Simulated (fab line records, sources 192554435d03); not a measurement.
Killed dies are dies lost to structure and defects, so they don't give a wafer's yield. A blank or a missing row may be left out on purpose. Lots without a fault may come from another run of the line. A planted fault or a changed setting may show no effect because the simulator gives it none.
Chamber matching | flow n5_finfet | N5_SD_EPI_P_ETCH_37 on rie_diel-04: 4 sister chambers
The step etches SOC in N2/H2, overetch 108 nm, time 486 s. 4 wafers are shown with their chamber, then 8 later ones without.

WAFERS WITH THEIR CHAMBER
wafer  | chamber | throttle_valve_pct (%)
L082.6 | 1       | 23.85
L084.2 | 3       | 23.44
L084.3 | 2       | 24.12
L088.3 | 0       | 24.14

WAFERS WITHOUT THEIR CHAMBER
wafer  | throttle_valve_pct (%)
L088.4 | 23.43
L088.5 | 23.86
L096.1 | 23.45
L096.2 | 23.87
L096.6 | 24.15
L097.1 | 23.88
L097.4 | 24.15
L097.6 | 24.14

WHICH CHAMBER EACH WENT THROUGH
wafer  | from the rows above     | in truth
L088.4 | 3                       | 3
L088.5 | 1                       | 1
L096.1 | 3                       | 3
L096.2 | 1                       | 1
L096.6 | can't be placed: 0 or 2 | 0
L097.1 | 1                       | 1
L097.4 | can't be placed: 0 or 2 | 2
L097.6 | can't be placed: 0 or 2 | 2
Placed correctly: 5 of 8. Can't be placed from these rows: 3 (the true chamber is among the candidates in 3). Placed wrongly: 0.
How it was worked out, from the rows above alone: a wafer's distance from a chamber is the root of the sum, over the readings, of the square of ((its reading less the chamber's mean) divided by the reading's scatter). The wafer belongs to the nearest chamber; if the next one is less than 2 further off, it can't be placed. A chamber's mean is the mean of its shown wafers. The scatter: with one shown wafer a chamber, the root of the mean of the squares of how far each hidden wafer lies from its nearest shown one.
